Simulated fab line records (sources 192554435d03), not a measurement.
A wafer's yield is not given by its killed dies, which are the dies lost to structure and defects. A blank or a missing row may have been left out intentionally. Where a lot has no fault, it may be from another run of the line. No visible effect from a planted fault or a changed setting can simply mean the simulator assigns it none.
fab line records	flow n5Finfet
[record] lots = 10	wafers = 30	lastDay = 17
route steps=1938 shown BEOL_M2@926 BEOL_M3@941 BEOL_M4@1111 PASSIVATION@1936
lots that met no fault: from a run of the same line without faults
startH: hours from the record's first day to the start of the lot's first wafer shown	waitH: how many hours have passed since the lot's step before this one	" same as the row above	L1.1+2: a single row standing in for several wafers	- no value, or no start given	* or withheld: withheld	< > ~ a bound
route shown NAME@n: a module of which the file shows steps, and the number in the route of the first	usual: the fault-free wafers' mean and standard deviation	same: alike in all rows	chamber/n: place in a boat	sites: per-site readings	_std_site: the values' standard deviation	_edge_site: outer sites' mean less inner sites'	radiusMm: for every site, how far away it sits from the centre of the wafer	mask NAME#n: copy n	behind: the last tool/chamber to shape the wafer	hold: cause of the lot's hold/its duration in hours/its outcome	device: which transistor (n, p or np) failed to switch	end of line: tests of these same wafers at the route's end	a step given without rows: its recipe and nothing more	killed: not the wafer's yield, but the dies lost to structure and defects at the first sort	map: per-die view of a wafer (x killed, . not killed, _ where there is no die)
set.NAME: the run value of the setting; set.NAME@STEP: its run value at that earlier step	model.NAME: the simulator's own value behind a step, which no gauge read
one table for each step of the route and one row for each wafer, over a sample of lots
services: a tool's chamber out of use, with start hour (startH, from the record's first day; less than 0 if before it), hours out, and reason
[[steps]]
[step N5_BEOL_M2_CO_CAP_55]
[recipe] material = Co	targetThkA = 20	tempC = 200	precursor = CCTBA/H2	pressureTorr = 30	timeS = 102.1
[usual] heaterPowerW = 229/15
lot.wafer	tool	chamber	startH	waitH	heaterPowerW
L600.2	cvdCo-02	1	144.10	0.0	248
L600.3	"	2	"	"	210
L600.6	"	1	"	"	250
L601.1	cvdCo-01	0	145.87	0.0	232
L601.3	"	2	"	"	218
L601.5	"	1	"	"	244
L603.3	cvdCo-01	0	164.16	0.0	234
L603.5	"	1	"	"	254
L603.6	"	2	"	"	219
L605.2	cvdCo-01	0	178.29	0.0	235
L605.3	"	2	"	"	216
L605.6	"	1	"	"	247
L609.3	cvdCo-02	0	200.20	0.0	207
L609.4	"	1	"	"	243
L609.5	"	2	"	"	216
L608.2	cvdCo-01	2	205.79	0.0	218
L608.3	"	1	"	"	242
L608.5	"	2	"	"	222
L610.1	cvdCo-02	1	213.02	0.0	246
L610.2	"	2	"	"	214
L610.4	"	1	"	"	242
L611.2	cvdCo-01	2	218.13	0.0	216
L611.3	"	0	"	"	234
L611.5	"	0	"	"	230
L616.1	cvdCo-02	2	244.28	0.0	217
L616.2	"	1	"	"	248
L616.6	"	0	"	"	205
L619.1	cvdCo-01	2	265.94	0.0	222
L619.4	"	0	"	"	238
L619.5	"	1	"	"	243
[step N5_BEOL_M2_RS_MEAS_58]
[recipe] thkMeasGauge = four-point-probe	reads = Co_of_BEOL_M2_CO_CAP_55+Cu_of_BEOL_M2_ECD_50+Co_of_BEOL_M2_CVD_47+TaN_of_BEOL_M2_ALD_84
[usual] M2_RS = 0.68/0.031
lot.wafer	tool	chamber	startH	waitH	M2_RS[ohm/sq]
L600.2	filmMetro-02	-	144.31	0.1	0.63
L600.3	"	-	"	"	0.66
L600.6	"	-	"	"	0.67
L601.1	filmMetro-01	-	146.05	0.0	0.66
L601.3	"	-	"	"	0.67
L601.5	"	-	"	"	0.65
L603.3	filmMetro-02	-	164.34	0.1	0.66
L603.5	"	-	"	"	0.65
L603.6	"	-	"	"	0.61
L605.2	filmMetro-01	-	178.50	0.1	0.64
L605.3	"	-	"	"	0.72
L605.6	"	-	"	"	0.66
L609.3	filmMetro-01	-	200.39	0.1	0.68
L609.4	"	-	"	"	0.66
L609.5	"	-	"	"	0.73
L608.2	filmMetro-02	-	205.97	0.1	0.72
L608.3	"	-	"	"	0.72
L608.5	"	-	"	"	0.66
L610.1	filmMetro-02	-	213.20	0.0	0.63
L610.2	"	-	"	"	0.72
L610.4	"	-	"	"	0.69
L611.2	filmMetro-02	-	218.32	0.1	0.71
L611.3	"	-	"	"	0.65
L611.5	"	-	"	"	0.70
L616.1	filmMetro-02	-	244.46	0.0	0.72
L616.2	"	-	"	"	0.65
L616.6	"	-	"	"	0.66
L619.1	filmMetro-01	-	266.12	0.0	0.64
L619.4	"	-	"	"	0.67
L619.5	"	-	"	"	0.72
[step N5_BEOL_M3_EXPOSE_08]
[recipe] maskId = M3	na = 0.33	sourceShape = dipole	sigmaInner = 0.369	sigmaOuter = 0.767	polarization = unpolarized	doseMj = 33
[usual] exposureDoseMJCm2 = 33.04/0.25	reticleTempC = 22.99/0.11
lot.wafer	tool	chamber	startH	waitH	mask	exposureDoseMJCm2	reticleTempC
L600.2	euvScanner-02	0	145.96	-	M3#0	32.83	22.87
L600.3	"	0	"	"	M3#0	32.84	22.97
L600.6	"	0	"	"	M3#0	32.77	22.82
L601.1	euvScanner-02	0	146.54	-	M3#0	32.87	22.97
L601.3	"	0	"	"	M3#0	32.89	23.04
L601.5	"	0	"	"	M3#0	32.90	23.00
L603.3	euvScanner-02	0	165.11	-	M3#0	32.93	22.82
L603.5	"	0	"	"	M3#0	32.88	22.93
L603.6	"	0	"	"	M3#0	32.92	22.90
L605.2	euvScanner-01	0	180.50	-	M3#0	33.46	23.19
L605.3	"	0	"	"	M3#0	33.39	23.14
L605.6	"	0	"	"	M3#0	33.44	23.14
L609.3	euvScanner-02	0	201.75	-	M3#0	32.84	22.73
L609.4	"	0	"	"	M3#0	32.89	22.98
L609.5	"	0	"	"	M3#0	32.92	22.89
L608.2	euvScanner-01	0	208.01	-	M3#0	33.36	23.19
L608.3	"	0	"	"	M3#0	33.38	23.12
L608.5	"	0	"	"	M3#0	33.42	22.92
L610.1	euvScanner-02	0	213.99	-	M3#0	32.89	22.99
L610.2	"	0	"	"	M3#0	32.88	23.02
L610.4	"	0	"	"	M3#0	32.87	22.98
L611.2	euvScanner-01	0	219.30	-	M3#0	33.35	22.84
L611.3	"	0	"	"	M3#0	33.36	22.99
L611.5	"	0	"	"	M3#0	33.38	22.99
L616.1	euvScanner-02	0	245.55	-	M3#0	34.07	22.74
L616.2	"	0	"	"	M3#0	34.07	22.80
L616.6	"	0	"	"	M3#0	34.06	22.90
L619.1	euvScanner-01	0	266.78	-	M3#0	33.39	23.04
L619.4	"	0	"	"	M3#0	33.43	22.93
L619.5	"	0	"	"	M3#0	33.39	22.93
[step N5_BEOL_M3_CD_MEAS_11]
[recipe] targetCdNm = 17.05	landingEnergyEv = 500	detector = seInlens	polarity = opening
[usual] cdNm = 17.13/0.25
lot.wafer	tool	chamber	startH	waitH	cdNm
L600.2	cdSem-02	0	146.08	-	17.06
L600.3	"	0	"	"	17.14
L600.6	"	0	"	"	17.00
L601.1	cdSem-02	0	146.66	-	16.91
L601.3	"	0	"	"	17.30
L601.5	"	0	"	"	17.35
L603.3	cdSem-03	0	165.23	-	16.96
L603.5	"	0	"	"	17.02
L603.6	"	0	"	"	16.64
L605.2	cdSem-01	0	180.62	-	17.54
L605.3	"	0	"	"	17.84
L605.6	"	0	"	"	17.33
L609.3	cdSem-01	0	201.87	-	16.94
L609.4	"	0	"	"	17.16
L609.5	"	0	"	"	17.04
L608.2	cdSem-02	0	208.14	-	17.21
L608.3	"	0	"	"	17.25
L608.5	"	0	"	"	17.37
L610.1	cdSem-03	0	214.11	-	17.00
L610.2	"	0	"	"	17.26
L610.4	"	0	"	"	16.95
L611.2	cdSem-03	0	219.43	-	17.22
L611.3	"	0	"	"	17.36
L611.5	"	0	"	"	17.41
L616.1	cdSem-02	0	245.68	-	18.01
L616.2	"	0	"	"	17.76
L616.6	"	0	"	"	17.73
L619.1	cdSem-02	0	266.90	-	16.95
L619.4	"	0	"	"	17.53
L619.5	"	0	"	"	17.12
[step N5_BEOL_M3_INSPECT_13]
[recipe] mode = adi	inspectInstrument = brightfield
[usual] rawDefectCount = 435/110
lot.wafer	tool	chamber	startH	waitH	rawDefectCount
L600.2	defectInspect-02	-	146.17	0.0	508
L600.3	"	-	"	"	485
L600.6	"	-	"	"	765
L601.1	defectInspect-02	-	146.75	0.1	466
L601.3	"	-	"	"	519
L601.5	"	-	"	"	527
L603.3	defectInspect-01	-	165.31	0.0	609
L603.5	"	-	"	"	436
L603.6	"	-	"	"	412
L605.2	defectInspect-01	-	180.71	0.0	431
L605.3	"	-	"	"	314
L605.6	"	-	"	"	430
L609.3	defectInspect-02	-	201.96	0.0	366
L609.4	"	-	"	"	334
L609.5	"	-	"	"	540
L608.2	defectInspect-02	-	208.22	0.0	305
L608.3	"	-	"	"	362
L608.5	"	-	"	"	304
L610.1	defectInspect-01	-	214.20	0.1	442
L610.2	"	-	"	"	446
L610.4	"	-	"	"	486
L611.2	defectInspect-01	-	219.51	0.0	364
L611.3	"	-	"	"	369
L611.5	"	-	"	"	404
L616.1	defectInspect-02	-	245.77	0.1	541
L616.2	"	-	"	"	550
L616.6	"	-	"	"	394
L619.1	defectInspect-01	-	266.99	0.1	291
L619.4	"	-	"	"	355
L619.5	"	-	"	"	309
[step N5_BEOL_M4_RC_MEAS_101]
[usual] DIBL_N = 35.9/1.8	DIBL_P = 36.2/2	IOFF_N = 0.16/0.031	IOFF_P = 0.22/0.041	ION_N = 676/11	ION_P = 465/8.5	SS_N = 71.4/0.64	SS_P = 73.2/0.7	VT_N = 250/3.5	VT_P = -250/3.9
lot.wafer	tool	chamber	startH	waitH	DIBL_N[mV/V]	DIBL_P[mV/V]	IOFF_N[nA/um]	IOFF_P[nA/um]	ION_N[uA/um]	ION_P[uA/um]	SS_N[mV/dec]	SS_P[mV/dec]	VT_N[mV]	VT_P[mV]
L601.1	prober-02	0	172.36	0.0	35.3	37.7	0.15	0.21	681	472	70.8	73.5	250	-250
L601.3	"	0	"	"	34.0	35.3	0.13	0.18	657	456	70.9	73.1	253	-252
L601.5	"	0	"	"	35.9	37.8	0.16	0.22	688	467	70.8	73.5	251	-249
L600.2	prober-01	0	172.38	0.2	35.4	35.3	0.13	0.22	672	466	71.4	72.4	255	-249
L600.3	"	0	"	"	36.9	37.8	0.17	0.29	694	484	71.1	73.3	249	-244
L600.6	"	0	"	"	35.3	34.9	0.14	0.23	674	476	70.7	73.0	252	-246
L603.3	prober-02	0	189.02	0.3	32.6	34.6	0.12	0.18	668	462	70.5	72.7	254	-248
L603.5	"	0	"	"	29.3	29.7	0.08	0.12	652	450	70.0	71.0	260	-254
L603.6	"	0	"	"	34.5	34.9	0.14	0.18	655	451	71.0	71.9	252	-251
L605.2	prober-02	0	214.88	0.2	35.2	35.6	0.13	0.18	658	448	72.0	73.5	252	-258
L605.3	"	0	"	"	36.6	37.7	0.16	0.22	671	462	72.2	73.9	248	-254
L605.6	"	0	"	"	34.1	34.7	0.12	0.16	672	462	71.5	73.3	252	-255
L609.3	prober-01	0	218.98	0.3	36.3	36.6	0.16	0.25	678	470	70.6	73.6	247	-242
L609.4	"	0	"	"	36.3	36.9	0.16	0.26	673	465	71.3	72.8	249	-245
L609.5	"	0	"	"	36.5	36.9	0.16	0.25	688	477	71.2	72.9	249	-246
L608.2	prober-01	0	231.62	0.2	34.9	37.0	0.15	0.21	687	466	71.2	73.0	249	-249
L608.3	"	0	"	"	35.7	37.8	0.17	0.23	681	467	72.0	73.2	251	-249
L608.5	"	0	"	"	34.9	37.7	0.15	0.23	675	468	71.4	73.7	249	-249
L610.1	prober-01	0	238.30	0.0	36.8	36.0	0.13	0.19	653	450	72.2	72.7	256	-252
L610.2	"	0	"	"	37.4	37.1	0.16	0.21	679	465	71.1	73.3	248	-253
L610.4	"	0	"	"	38.1	37.7	0.18	0.24	680	473	72.2	73.7	249	-250
L611.2	prober-01	0	242.24	0.2	36.9	35.8	0.16	0.21	675	461	72.6	73.1	249	-250
L611.3	"	0	"	"	35.8	34.5	0.14	0.19	665	453	71.9	73.6	251	-252
L611.5	"	0	"	"	37.7	36.8	0.17	0.23	680	463	71.8	73.5	249	-247
L616.1	prober-01	0	266.56	0.0	37.0	35.9	0.19	0.23	682	465	72.1	72.8	244	-248
L616.2	"	0	"	"	35.4	35.0	0.14	0.20	678	468	72.1	72.6	251	-251
L616.6	"	0	"	"	36.2	35.4	0.16	0.21	671	462	72.0	73.4	250	-251
L619.1	prober-01	0	290.67	0.0	38.3	40.2	0.22	0.28	679	470	72.5	74.3	247	-245
L619.4	"	0	"	"	38.3	39.0	0.20	0.26	685	476	72.2	73.0	246	-246
L619.5	"	0	"	"	37.5	37.9	0.18	0.24	678	464	72.2	73.7	248	-247
[step N5_PASSIVATION_PROBE_49]
[usual] defectLimitedYield = 91.3/1.3	killed_at_M0_to_M3 = 35/9.3	killed_at_M4_up = 14/5.2	killedAtContacts = 12/5.9	killedAtFrontEnd = 38/11	killedAtOther = 4/3.7	killedDies = 103/15	killedOpen = 67/12	killedShort = 34/8	sort_bin_5_function = 5.1/0.88	sort_bin_6_memory = 3.3/0.65	sortNPass = 1077/15	sortYieldPct = 91.3/1.3
[same] grossDies = 1180	killedAtBackSide = 0	sort_bin_4_leakage[%] = 0	sort_bin_8_speed[%] = 0
lot.wafer	tool	chamber	startH	waitH	defectLimitedYield[%]	killed_at_M0_to_M3	killed_at_M4_up	killedAtContacts	killedAtFrontEnd	killedAtOther	killedDies	killedOpen	killedShort	sort_bin_5_function[%]	sort_bin_6_memory[%]	sortNPass	sortYieldPct[%]
L609.3	prober-01	-	332.26	0.1	90.3	32	22	10	46	4	114	68	44	6.4	3.1	1066	90.3
L608.2	prober-02	-	341.97	0.1	89.9	39	21	15	44	0	119	92	27	6.8	2.9	1061	89.9
L608.3	prober-02	-	342.02	0.1	89.7	47	21	7	30	16	121	79	40	5.5	4.6	1059	89.7
L608.5	prober-02	-	342.12	0.2	92.0	39	16	6	27	6	94	56	35	4.8	3.0	1086	92.0
L611.2	prober-02	-	361.33	0.1	88.6	42	14	6	63	10	135	91	43	7.9	3.4	1045	88.6
L611.3	prober-02	-	361.38	0.1	89.2	40	25	8	46	9	128	77	45	6.7	3.7	1052	89.2
L611.5	prober-02	-	361.48	0.2	90.1	38	9	5	55	10	117	79	37	6.0	3.6	1063	90.1
L616.1	prober-02	-	382.58	0.0	80.7	130	15	19	59	5	228	92	53	11.1	7.3	952	80.7
L616.2	prober-02	-	382.63	0.1	84.7	121	12	7	35	6	181	64	29	8.9	5.8	999	84.7
L616.6	prober-02	-	382.83	0.3	83.3	131	10	6	45	5	197	66	42	10.6	5.3	983	83.3
// killed by level:class
L609.3 FIN_SAQP:geometricParticle:short=16 FIN_SAQP:geometricParticle:open=12 BEOL_M0_SAQP:geometricParticle:short=9 DUMMY_GATE:geometricParticle:open=8 MOL_CONTACT_COAG:geometricParticle:open=8 BEOL_M3:geometricParticle:open=7 BEOL_M4:geometricParticle:open=7 BEOL_M5:geometricParticle:open=6
L608.2 MOL_CONTACT_COAG:geometricParticle:open=14 FIN_SAQP:geometricParticle:open=13 BEOL_M4:geometricParticle:open=11 STI_FIN_REVEAL:geometricParticle:open=9 BEOL_M3:geometricParticle:open=8 BEOL_M0_SAQP:geometricParticle:open=8 FIN_SAQP:geometricParticle:short=7 BEOL_M0_SAQP:geometricParticle:short=6
L608.3 BEOL_M0_SAQP:geometricParticle:short=11 BEOL_M0_SAQP:geometricParticle:open=11 BEOL_M2:geometricParticle:open=11 BEOL_M4:geometricParticle:open=9 STI_FIN_REVEAL:geometricParticle:open=8 FIN_SAQP:geometricParticle:open=7 MOL_CONTACT_COAG:geometricParticle:open=7 BEOL_M0:geometricParticle:open=6
L608.5 BEOL_M0_SAQP:geometricParticle:short=9 BEOL_M0_SAQP:geometricParticle:open=8 BEOL_M3:geometricParticle:open=7 MOL_CONTACT_COAG:geometricParticle:open=5 BEOL_M3:geometricParticle:short=5 BEOL_M4:geometricParticle:open=5 BEOL_M5:geometricParticle:open=5 FIN_SAQP:geometricParticle:open=4
L611.2 FIN_SAQP:geometricParticle:open=20 STI_FIN_REVEAL:geometricParticle:open=16 FIN_SAQP:geometricParticle:short=10 BEOL_M0_SAQP:geometricParticle:open=9 BEOL_M1:geometricParticle:open=8 BEOL_M0_SAQP:geometricParticle:short=6 BEOL_M4:geometricParticle:open=6 MOL_CONTACT_COAG:geometricParticle:open=5
L611.3 FIN_SAQP:geometricParticle:short=13 BEOL_M0_SAQP:geometricParticle:short=12 BEOL_M5:geometricParticle:open=10 BEOL_M0_SAQP:geometricParticle:open=9 FIN_SAQP:geometricParticle:open=8 STI_FIN_REVEAL:geometricParticle:open=8 BEOL_M4:geometricParticle:open=7 BEOL_M0:geometricParticle:open=7
L611.5 STI_FIN_REVEAL:geometricParticle:open=17 FIN_SAQP:geometricParticle:open=12 BEOL_M0:geometricParticle:open=10 FIN_SAQP:geometricParticle:short=8 BEOL_M0_SAQP:geometricParticle:short=8 BEOL_M1:geometricParticle:open=8 GATE_CUT:geometricParticle:short=6 BEOL_M3:geometricParticle:open=5
L616.1 BEOL_M3:areaExpose=80 BEOL_M0_SAQP:geometricParticle:short=18 STI_FIN_REVEAL:geometricParticle:open=16 MOL_CONTACT_COAG:geometricParticle:open=16 FIN_SAQP:geometricParticle:open=13 BEOL_M0_SAQP:geometricParticle:open=13 FIN_SAQP:geometricParticle:short=10 BEOL_M3:geometricParticle:open=9
L616.2 BEOL_M3:areaExpose=88 BEOL_M0_SAQP:geometricParticle:open=11 BEOL_M1:geometricParticle:open=10 FIN_SAQP:geometricParticle:open=9 FIN_SAQP:geometricParticle:short=8 BEOL_M0_SAQP:geometricParticle:short=8 MOL_CONTACT_COAG:geometricParticle:open=6 STI_FIN_REVEAL:geometricParticle:open=4
L616.6 BEOL_M3:areaExpose=87 BEOL_M0_SAQP:geometricParticle:short=17 BEOL_M0_SAQP:geometricParticle:open=13 FIN_SAQP:geometricParticle:open=10 BEOL_M3:geometricParticle:open=10 GATE_CUT:geometricParticle:short=8 STI_FIN_REVEAL:geometricParticle:open=6 GATE_CUT:geometricParticle:open=5
[[services]]
tool	chamber	startH	hours	kind
euvScanner-02	-	123.46	1.0	pm
euvScanner-02	0	136.24	-	calibration
euvScanner-01	-	160.24	4.6	pm
cvdCo-02	-	167.46	5.8	repair
euvScanner-01	-	168.56	1.0	pm
euvScanner-02	-	179.61	1.0	pm
euvScanner-01	-	224.75	1.0	pm
euvScanner-01	0	230.91	-	calibration
euvScanner-02	-	235.76	1.0	pm
euvScanner-01	-	254.81	5.8	pm
euvScanner-02	-	262.30	4.6	pm
[[key]]
[firstSign] step = N5_BEOL_M3_EXPOSE_08	reading = exposureDoseMJCm2	direction = up	sigmas = 4.1	usual = 33.04	struck = 34.07
[effect] step = N5_BEOL_M3_CD_MEAS_11	reading = cdNm	direction = up	sigmas = 2.8	usual = 17.13	struck = 17.83
[effect] step = N5_PASSIVATION_PROBE_49	reading = killed_at_M0_to_M3	direction = up	sigmas = 9.9	usual = 35	struck = 127
[moreKillsBornAt] N5_BEOL_M3_EXPOSE_08@euvScanner-02 = 255
metAt N5_BEOL_M3_EXPOSE_08
struckLots L616
notActingAt N5_BEOL_M2_CO_CAP_55,N5_BEOL_M2_RS_MEAS_58,N5_BEOL_M3_INSPECT_13
onsetBetween 213.99 245.55
[fault] kind = processParameterDrift	tool = euvScanner-02	chamber = -	onsetH = 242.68	steps = N5_BEOL_M3_EXPOSE_08	channel = doseMj	offset = 1.2099	shape = step	actsIn = theseRecipesOnly	stated = 33
